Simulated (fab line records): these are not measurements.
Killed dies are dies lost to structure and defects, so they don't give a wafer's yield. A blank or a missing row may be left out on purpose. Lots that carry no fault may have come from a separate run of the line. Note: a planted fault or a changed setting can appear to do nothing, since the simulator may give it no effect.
Which tool was responsible? | flow nandHarc | 14 lots, 42 wafers sampled, at 5 steps of a route of 1302

== WHAT THE GAUGES SHOWED, per wafer ==
NHARC_END_SORT_01.
lot  | measured     | on        | defectLimitedYield (%) | killedAtArray | killedAtOther | killedAtPeriphery | killedDies | killedOpen | killedShort
L988 | day 25 04:05 | prober-01 | 91 92 91               | 47 45 53      | 9 7 5         | 6 2 4             | 62 54 62   | 10 7 6     | 5 2 2
L987 | day 25 12:43 | prober-01 | 88 89 86               | 71 64 76      | 7 6 7         | 2 6 10            | 80 76 93   | 5 6 10     | 3 3 2

== WHICH TOOL RAN EACH LOT (tool, then ch and the chambers of the sampled wafers, then the start) ==
lot  | NHARC_A_M1_ANNEAL_31            | NHARC_THIN_TSV_CMP_01         | NHARC_THIN_TSV_ETCH_15          | NHARC_THIN_TSV_STRIP_62
L988 | rtpAnneal-01 ch 0, day 23 20:38 | cmp-01 ch 0,1,2, day 24 14:32 | rieSi-01 ch 0,2,3, day 24 16:40 | plasmaAsher-02 ch 0,1, day 24 18:26
L987 | rtpAnneal-01 ch 0, day 24 00:07 | cmp-02 ch 0,3, day 24 15:46   | rieSi-05 ch 0,1,3, day 24 17:45 | plasmaAsher-01 ch 0, day 24 19:35
L989 | rtpAnneal-02 ch 0, day 24 07:18 | cmp-02 ch 0,1,3, day 25 01:16 | rieSi-01 ch 1,2,3, day 25 03:22 | plasmaAsher-02 ch 0,1, day 25 05:09
L994 | rtpAnneal-02 ch 0, day 26 23:52 | cmp-01 ch 0,1,2, day 27 13:59 | rieSi-01 ch 0,1,3, day 27 15:58 | plasmaAsher-01 ch 0,1, day 27 17:46
L995 | rtpAnneal-02 ch 0, day 27 01:31 | cmp-01 ch 1,2,3, day 27 21:36 | rieSi-06 ch 1,3, day 27 23:49   | plasmaAsher-01 ch 0,1, day 28 01:40
L996 | rtpAnneal-02 ch 0, day 27 02:51 | cmp-03 ch 0,1, day 27 20:22   | rieSi-05 ch 1,2,3, day 27 22:30 | plasmaAsher-02 ch 0,1, day 28 00:23
L997 | rtpAnneal-02 ch 0, day 27 16:38 | cmp-02 ch 1,2, day 28 10:56   | rieSi-01 ch 1,2, day 28 12:55   | plasmaAsher-01 ch 0, day 28 14:58
L999 | rtpAnneal-02 ch 0, day 28 23:32 | cmp-02 ch 0,1,3, day 29 16:53 | rieSi-06 ch 0,1,2, day 29 18:53 | plasmaAsher-01 ch 0,1, day 29 21:25
L100 | rtpAnneal-01 ch 0, day 29 06:15 | cmp-01 ch 0,3, day 30 00:41   | rieSi-05 ch 0,3, day 30 02:41   | plasmaAsher-02 ch 0,1, day 30 04:44
L102 | rtpAnneal-01 ch 0, day 30 03:04 | cmp-03 ch 2,3, day 30 19:31   | rieSi-05 ch 0,1,3, day 30 21:36 | plasmaAsher-02 ch 0,1, day 30 23:23
L105 | rtpAnneal-02 ch 0, day 30 19:12 | cmp-03 ch 0,1, day 31 12:26   | rieSi-01 ch 2,3, day 31 14:28   | plasmaAsher-01 ch 1, day 31 16:13
L103 | rtpAnneal-01 ch 0, day 30 21:38 | cmp-02 ch 2,3, day 31 13:39   | rieSi-05 ch 0,2,3, day 31 15:40 | plasmaAsher-02 ch 0,1, day 31 17:26
L107 | rtpAnneal-01 ch 0, day 32 08:05 | cmp-03 ch 2,3, day 33 00:20   | rieSi-05 ch 0,1,3, day 33 02:22 | plasmaAsher-01 ch 1, day 33 04:10
L108 | rtpAnneal-02 ch 0, day 32 22:16 | cmp-01 ch 0,1,3, day 34 16:31 | rieSi-06 ch 0,1,2, day 34 18:47 | plasmaAsher-01 ch 0,1, day 34 20:34
- NHARC_A_M1_ANNEAL_31: time 90 s.
- NHARC_THIN_TSV_CMP_01: polishes.
- NHARC_THIN_TSV_ETCH_15: target depth 3000 nm, bosch target overetch cycles 2, bosch etch step 2.8 s.
- NHARC_THIN_TSV_STRIP_62: strips in N2/H2, time 20 s.

== WHAT THE TOOLS THEMSELVES READ (means of the sampled wafers that have a number; where no wafer has one, the mark that the record gives instead) ==
NHARC_A_M1_ANNEAL_31.
lot  | tool         | wafer_temp_C_max
L988 | rtpAnneal-01 | 226.6
L987 | rtpAnneal-01 | 226.7
L989 | rtpAnneal-02 | 226.4
L994 | rtpAnneal-02 | 226.4
L995 | rtpAnneal-02 | 226.7
L996 | rtpAnneal-02 | 226.6
L997 | rtpAnneal-02 | 226.7
L999 | rtpAnneal-02 | 226.6
L100 | rtpAnneal-01 | 226.4
L102 | rtpAnneal-01 | 226.3
L105 | rtpAnneal-02 | 226.2
L103 | rtpAnneal-01 | 226.0
L107 | rtpAnneal-01 | 226.0
L108 | rtpAnneal-02 | 226.4

NHARC_THIN_TSV_CMP_01.
lot  | tool   | motorCurrentA (A)
L988 | cmp-01 | 13.2
L987 | cmp-02 | 13.2
L989 | cmp-02 | 12.8
L994 | cmp-01 | 13.1
L995 | cmp-01 | 13.2
L996 | cmp-03 | 11.1
L997 | cmp-02 | 11.5
L999 | cmp-02 | 13.1
L100 | cmp-01 | 12.9
L102 | cmp-03 | 10.8
L105 | cmp-03 | 11.1
L103 | cmp-02 | 12.2
L107 | cmp-03 | 10.7
L108 | cmp-01 | 12.8

NHARC_THIN_TSV_ETCH_15.
lot  | tool     | drypumpMotorCurrentA (A)
L988 | rieSi-01 | 5.9
L987 | rieSi-05 | 5.9
L989 | rieSi-01 | 6.0
L994 | rieSi-01 | 6.0
L995 | rieSi-06 | 5.3
L996 | rieSi-05 | 5.9
L997 | rieSi-01 | 6.0
L999 | rieSi-06 | 5.5
L100 | rieSi-05 | 5.5
L102 | rieSi-05 | 5.9
L105 | rieSi-01 | 5.8
L103 | rieSi-05 | 5.4
L107 | rieSi-05 | 5.9
L108 | rieSi-06 | 5.5

NHARC_THIN_TSV_STRIP_62.
lot  | tool           | drypumpMotorCurrentA (A) | heaterPowerW (W) | tempC (C)
L988 | plasmaAsher-02 | -                        | -                | -
L987 | plasmaAsher-01 | -                        | -                | -
L989 | plasmaAsher-02 | 4.9                      | 332              | 250.12
L994 | plasmaAsher-01 | 6.0                      | 354              | 249.94
L995 | plasmaAsher-01 | 5.9                      | 338              | 250.14
L996 | plasmaAsher-02 | 5.1                      | 332              | 249.90
L997 | plasmaAsher-01 | 5.7                      | 330              | 250.14
L999 | plasmaAsher-01 | 6.0                      | 349              | 249.84
L100 | plasmaAsher-02 | 5.1                      | 333              | 250.16
L102 | plasmaAsher-02 | 4.9                      | 344              | 249.99
L105 | plasmaAsher-01 | 6.2                      | 358              | 250.25
L103 | plasmaAsher-02 | 5.1                      | 335              | 250.23
L107 | plasmaAsher-01 | 6.1                      | 362              | 250.07
L108 | plasmaAsher-01 | 6.0                      | 354              | 249.98

== THE ANSWER, worked out from the rows above alone ==
Rule: the lots themselves supply what counts as usual. Put in order of their means at a reading, lots are off if they are a third of the lots or fewer, leave a main group of 4 or more, and stand apart from it by a gap of 3 or more times the standard deviation of the main group's means; of several such gaps the widest counts. Not used: any main group whose means are identical at the precision the tables above print for the reading. A lot without any number at a reading at which 4 lots or more have one is off too. Where the step has rows for the other lots, those lots are counted as sound. Order of review: gauges by route order, followed by the tools' own readings, for which a lot's mean as printed above is used. At the first step where some lot is off, the reading lying furthest off is the one used; lots without a number count as furthest.
Off: L988, L987 (NHARC_THIN_TSV_STRIP_62, drypumpMotorCurrentA). Without a number there: L988, L987. Mean 5.6 A and standard deviation 0.49 in the main group.
A tool fits if, at that step or a process step before it, it ran every lot that is off, and no sound lot after the first of them. Not one of the candidates tried fits.

== WHAT THE SIMULATOR HAD PUT IN ==
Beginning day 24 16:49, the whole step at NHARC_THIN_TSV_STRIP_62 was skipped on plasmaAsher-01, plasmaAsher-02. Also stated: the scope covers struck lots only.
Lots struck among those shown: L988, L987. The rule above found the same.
